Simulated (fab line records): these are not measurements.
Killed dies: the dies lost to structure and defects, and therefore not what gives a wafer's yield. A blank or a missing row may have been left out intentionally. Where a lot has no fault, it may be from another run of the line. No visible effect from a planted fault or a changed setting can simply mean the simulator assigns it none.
A lot that was struck, set against a sound lot :: flow n5_finfet :: 36 out of 1938 route steps
Sound: these wafers, L620.1, L620.2, L620.4. Wafers struck: L604.3, L604.4, L604.5. The cause is named last.
Each step with rows lists, per side, the tool, then ch with its chambers, then its first start. Under that, the readings that differ: sound wafers :: struck wafers :: difference of the means :: sigmas: that difference in standard deviations of wafers without a fault.
alike: a reading whose means differ by less than 2 such deviations, as well as words and numbers matching on both sides. not compared: withheld readings; readings where some wafer has no value; bounds like >300 that might hide an equal value; numbers whose values overlap and for which the record gives no deviation.
The two part at a step that has a row with sigmas, a row that says differs or no value, or rows on one side only. When numbers do not overlap yet have no deviation, they are printed without sigmas and do not part them. Lack of a reading on every wafer of one side parts them only where that side has two or more wafers.

first, 9 steps without rows for these wafers: N5_BEOL_M4_ANNEAL_95 (time 240 s); N5_BEOL_M4_SPUTTER_96 (material Cu, target thk 4.5 nm, time 8.29 s); N5_BEOL_M4_ECD_50 (material Cu, target thk 300 nm); N5_BEOL_M4_ANNEAL_51 (time 90 s); N5_BEOL_M4_CMP_52 (polishes, stops on SiOC, t overpolish 6.8 s, target thk 40 nm); N5_BEOL_M4_PRE_CLEAN_60 (time 15 s); N5_BEOL_M4_CO_CAP_55 (material Co, precursor CCTBA/H2, target thk 2 nm, time 102.1 s); N5_BEOL_M4_PRE_CLEAN_56 (time 15 s); N5_BEOL_M4_DEP_57 (deposits SiCN from 3MS/NH3, target thk 8 nm, time 14 s).
N5_BEOL_M4_RC_MEAS_101:
  sound on prober-01 ch 0, day 15 03:37; struck on prober-01 ch 0, day 11 01:19
  alike: DIBL_N, DIBL_P, IOFF_N, IOFF_P, ION_N, ION_P, SS_N, SS_P, VT_N, VT_P
then, 24 steps without rows for these wafers: N5_BEOL_M5_ILD_DEP_00 (deposits SiCOH lowk from DEMS/porogen, target thk 140.64 nm, time 25.9 s); N5_BEOL_M5_CURE_79 (cures SiCOH lowk, time 240 s); N5_BEOL_M5_PECVD_70 (deposits SiO2 from TEOS/O2, target thk 16 nm, time 18 s); N5_BEOL_M5_HM_DEP_02 (deposits TiN, target thk 20 nm); N5_BEOL_M5_COAT_59 (time 60 s, resist thk 60 nm); N5_BEOL_M5_COAT_60 (time 60 s, resist thk 12 nm); N5_BEOL_M5_COAT_71 (time 60 s, resist thk 5 nm); N5_BEOL_M5_COAT_05 (resist thk 30 nm); N5_BEOL_M5_EBR_07; N5_BEOL_M5_SOFTBAKE_06 (time 60 s); N5_BEOL_M5_EXPOSE_08 (exposes mask M5, target cd 28 nm); N5_BEOL_M5_PEB_09 (peb time 60 s); N5_BEOL_M5_DEVELOP_10 (develop time 30 s); N5_BEOL_M5_DESCUM_16 (chemistry O2, time 7 s); N5_BEOL_M5_ETCH_72 (etches underlayer in N2/H2, target depth 6.5 nm, time 5.2 s); N5_BEOL_M5_ETCH_61 (etches SiARC in CF4, target depth 15.6 nm, time 26 s); N5_BEOL_M5_ETCH_62 (etches SOC in N2/H2, target depth 75 nm, overetch 15 nm, time 112.5 s); N5_BEOL_M5_STRIP_63 (strips in N2/H2); N5_BEOL_M5_STRIP_73 (strips in N2/H2); N5_BEOL_M5_STRIP_64 (strips in CF4); N5_BEOL_M5_HM_OPEN_17 (chemistry Cl2/BCl3, target TiN, target depth 20 nm, overetch 6 nm); N5_BEOL_M5_STRIP_19 (strips in O2); N5_BEOL_M5_COAT_65 (time 60 s, resist thk 60 nm); N5_BEOL_M5_COAT_66 (time 60 s, resist thk 12 nm).
-- here the record skips 4 days between the struck wafers' starts before and after, leaving off in module BEOL_M5 and picking up in module MIM_BOT (first step shown: number 1833 of the route) --
N5_MIM_BOT_SPUTTER_00: material TiN, target thk 35 nm, time 89.7 s.
  sound on pvd_sputter-03 at day 19 12:43; struck on pvd_sputter-03 at day 15 03:58
  no value came back on the struck wafers for cathode_dc_power_W (W), chamber_pressure_pa (Pa), susceptor_temp_C (C), throttle_valve_pct (%); on the sound wafers cathode_dc_power_W (W) reads 2999.1 2999.9 2999.8
N5_PASSIVATION_PROBE_49:
  sound on prober-02 at day 20 02:21; struck on prober-02 at day 15 16:49
reading: defect_limited_yield (%)
sound: 89.7 93.0 91.6
struck: 55.8 53.6 58.1
difference: -35.6
sigmas: -25

reading: killed_at_other
sound: 4 0 1
struck: 431 436 408
difference: +423
sigmas: +99 or more

reading: killed_dies
sound: 121 83 99
struck: 522 547 495
difference: +420
sigmas: +26

reading: killed_on_rim
sound: 11 18 13
struck: 131 22 131
difference: +81
sigmas: +18

reading: sort_bin_5_function (%)
sound: 5.7 4.0 4.7
struck: 41.3 42.0 39.2
difference: +36.0
sigmas: +40

reading: sort_n_pass
sound: 1059 1097 1081
struck: 658 633 685
difference: -420
sigmas: -26

reading: sort_yield_pct (%)
sound: 89.7 93.0 91.6
struck: 55.8 53.6 58.1
difference: -35.6
sigmas: -25
  alike: killed_at_M0_to_M3, killed_at_M4_up, killed_at_contacts, killed_at_front_end, killed_open, killed_short, sort_bin_6_memory

WHERE THEY PART
Earliest at N5_MIM_BOT_SPUTTER_00; latest, in this record, at N5_PASSIVATION_PROBE_49.

WHY: the cause the simulator had injected
Entire step skipped (pvd_sputter-03, N5_MIM_BOT_SPUTTER_00), from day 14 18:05 onward. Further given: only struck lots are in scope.
